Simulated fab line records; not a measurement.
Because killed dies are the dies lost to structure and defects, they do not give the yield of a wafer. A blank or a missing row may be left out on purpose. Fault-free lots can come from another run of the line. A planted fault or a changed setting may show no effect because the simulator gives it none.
Lot-split experiment    flow n5-finfet    route with 1938 steps; 7 lots, 39 wafers read

THE SPLIT ITSELF
At N5_BEOL_M15_DEP_53 (deposits SiCN from 3MS/NH3, target thk 50 nm, time 17.8 s), the setting time-s was moved away from the recipe's 17.8 s on 15 of the 39 wafers read, by -45.7% to +52.9%. The other wafers ran this setting at the recipe's value.

Reading taken at the split's own step.

THE READING
SiCN_of_BEOL_M15_DEP_53.thk-nm (the simulator's own value, which no gauge read), in nm, at N5_BEOL_M15_DEP_53 (deposits SiCN from 3MS/NH3, target thk 50 nm, time 17.8 s). The file does not state a usual value for it. The 24 wafers here that ran the recipe average 49.6 nm, standard deviation 0.56 nm.

wafer   tool, chamber at the split  time-s as run, s  against the recipe  SiCN_of_BEOL_M15_DEP_53.thk-nm, nm  against lot-mates on the recipe
L076.1  pecvd-03, 0,1               17.8              recipe              49.6                                -
L076.3  pecvd-03, 0,1               17.8              recipe              49.6                                -
L076.2  pecvd-03, 2                 17.8              recipe              49.2                                -
L076.4  pecvd-03, 2                 17.8              recipe              50.4                                -
L076.5  pecvd-03, 0                 17.8              recipe              49.8                                -
L076.6  pecvd-03, 1                 17.8              recipe              49.4                                -
L080.3  pecvd-03, 2                 17.8              recipe              49.4                                -
L080.5  pecvd-03, 2                 17.8              recipe              49.8                                -
L080.6  pecvd-03, 1                 17.8              recipe              50                                  -
L077.1  pecvd-04, 0                 9.664             -45.7%              26.6                                -22.3
L077.2  pecvd-04, 2                 17.8              recipe              48.6                                -
L077.3  pecvd-04, 1,2               17.8              recipe              49                                  -
L077.6  pecvd-04, 1,2               17.8              recipe              49                                  -
L077.4  pecvd-04, 0                 9.664             -45.7%              27                                  -21.9
L077.5  pecvd-04, 1                 9.664             -45.7%              27.6                                -21.3
L078.1  pecvd-03, 2                 17.8              recipe              50                                  -
L078.2  pecvd-03, 1                 17.8              recipe              49.8                                -
L078.3  pecvd-03, 0                 26.34             +48.0%              72.4                                +22.4
L078.4  pecvd-03, 2                 26.34             +48.0%              74.8                                +24.8
L078.5  pecvd-03, 0                 17.8              recipe              50.2                                -
L078.6  pecvd-03, 1                 26.34             +48.0%              73.8                                +23.8
L083.1  pecvd-03, 1                 27.21             +52.9%              75.2                                +25.3
L083.2  pecvd-03, 0                 17.8              recipe              49.4                                -
L083.3  pecvd-03, 2                 27.21             +52.9%              75                                  +25.1
L083.4  pecvd-03, 0                 17.8              recipe              49.8                                -
L083.5  pecvd-03, 1                 27.21             +52.9%              75.8                                +25.9
L083.6  pecvd-03, 2                 17.8              recipe              50.4                                -
L093.1  pecvd-03, 2                 10.01             -43.8%              29.2                                -21.0
L093.2  pecvd-03, 1                 17.8              recipe              49.8                                -
L093.3  pecvd-03, 0                 10.01             -43.8%              28.2                                -22.0
L093.4  pecvd-03, 2                 10.01             -43.8%              29.6                                -20.6
L093.5  pecvd-03, 0                 17.8              recipe              50.8                                -
L093.6  pecvd-03, 1                 17.8              recipe              50                                  -
L095.1  pecvd-04, 2                 17.8              recipe              48.4                                -
L095.2  pecvd-04, 0                 25.21             +41.6%              69.8                                +20.9
L095.3  pecvd-04, 1,2               17.8              recipe              49.2                                -
L095.4  pecvd-04, 1,2               17.8              recipe              49.2                                -
L095.5  pecvd-04, 0                 25.21             +41.6%              70.4                                +21.5
L095.6  pecvd-04, 1                 25.21             +41.6%              70.2                                +21.3
Where a row lists several chambers, the file gives one row for several wafers and doesn't say which wafer went through which chamber.

THE FIT
A straight line over all 39 wafers: SiCN_of_BEOL_M15_DEP_53.thk-nm changes by +0.489 nm for each +1% of time-s; r = +1.00; the points scatter about the line by 0.64 nm.
The same after taking each lot's own level away (the mean of its wafers on the recipe; 39 wafers): +0.488 nm for each +1%; r = +1.00; scatter 0.54 nm.
According to that fit, moving time-s by its largest amount changes the reading by 26 nm.
Across the lots, their own levels run from 48.87 to 50.20 nm, a range of 2.4 times the standard deviation given above.
So the lot-to-lot level changes the slope little: the two slopes agree.
Check: with one of the wafers moved furthest among these (+52.9%) left out of the fit, the line predicts +26 nm for it against its lot-mates. It came out at +25.3 nm against them.

THE OTHER SPLITS THESE WAFERS WENT THROUGH
These wafers also went through other splits before the reading. Each is held against what the fit with the lots' levels taken away leaves over:
other split on the same wafers   wafers away from the commonest value  r with SiCN_of_BEOL_M15_DEP_53.thk-nm (lot level and that fit taken away)
N5_BEOL_M11_CVD_75 target-thk-a  15                                    -0.01
N5_BEOL_M12_DEP_53 target-thk-a  9                                     +0.07

FILE'S OWN FIT
SiCN_of_BEOL_M15_DEP_53.thk-nm changes by +0.488 nm for each +1% of time-s, r = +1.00.
